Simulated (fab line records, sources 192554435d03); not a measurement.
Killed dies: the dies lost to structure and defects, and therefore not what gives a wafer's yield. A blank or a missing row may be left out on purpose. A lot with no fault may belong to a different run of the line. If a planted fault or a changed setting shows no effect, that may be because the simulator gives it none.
Problem report, 8D (eight disciplines) form, completed by code -- flow n5Finfet -- the parts of the form that need people (team, actions taken, sign-off) are left out

== 1. WHAT WENT WRONG ==
Mean of spinSpeedRpm at N5_BEOL_M2_COAT_76: 1538.9 rpm across 6 wafers in 2 lots; on wafers with no fault it is 1499.9 rpm (standard deviation 1.1). That puts it +35 standard deviations away from the usual mean.
The step: time 60 s, resist thk 5 nm.
Seen first at day 10 23:59 on lithoTrack-04, wafer L139.3. At this step, 27 wafers from 9 lots have a number in the record. By rule, "out" or "out of limits" means more than 4 standard deviations away from the usual mean. The other wafers with a number count as sound.

== 2. WHAT IT IS, WHAT IT ISN'T ==
question,is,is not
which readings at this step,spinSpeedRpm,"plateTempC, resistLineTempC"
which lots,"L139, L143","L121, L122, L124, L128, L129, L131, L132"
which wafers of those lots,all that have a number,-
read on which tools,lithoTrack-04,lithoTrack-03
when,from day 10 23:59,up to then (21 sound wafers)

== 3. THE SUSPECTS, EACH WITH WHAT RULES IT OUT ==
Counting: a tool stays on the suspect list if, at a process step up to the reading, it processed all lots that are out and no sound lot following the first of them.
- rieDiel-05 at N5_BEOL_M2_DESCUM_16 (chemistry O2, time 7 s): kept. It processed each lot that is out, first L139 at day 10 23:30, and no sound lot thereafter; up to then, the last sound lot it processed was L121 at day 6 10:58.
- lithoTrack-04 at N5_BEOL_M2_COAT_76 (time 60 s, resist thk 5 nm): kept. It processed each lot that is out, first L139 at day 10 23:59, and no sound lot thereafter; up to then, the last sound lot it processed was L132 at day 9 03:45. On those wafers its own readings are out: spinSpeedRpm.
What counting leaves: rieDiel-05 at N5_BEOL_M2_DESCUM_16 and lithoTrack-04 at N5_BEOL_M2_COAT_76.

== 4. THE CAUSE (what the simulator had put in) ==
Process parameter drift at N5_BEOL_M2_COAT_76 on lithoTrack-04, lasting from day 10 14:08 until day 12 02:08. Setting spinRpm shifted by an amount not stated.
Counting leaves 2 suspects; this tool is one of them.

== 5. THE CHAIN OF EFFECTS, in route order ==
Rows list readings where the struck wafers' mean (over those with a number) sits beyond 3 standard deviations from the usual. Only readings for which the record gives a usual standard deviation are gone through. hours: the time from each lot's start at the first step in this table that gives one to its start at this step, as a median over the lots. sigmas: the change in usual standard deviations.
hours,step,reading,usual,on struck wafers,change,sigmas
0,N5_BEOL_M2_COAT_76,spinSpeedRpm,1499.9 rpm,1538.9,+39.0,+35
The process steps in it:
- N5_BEOL_M2_COAT_76: time 60 s, resist thk 5 nm.
Later measuring or inspecting steps at which every struck wafer that the step has a row for has a number for every such reading, and none has moved that far: N5_BEOL_M4_RC_MEAS_101.

== 6. HOW IT WOULD HAVE BEEN CAUGHT EARLIER ==
First out-of-limits reading in this record: day 10 23:59, which is 10 hours after fault onset at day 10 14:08.
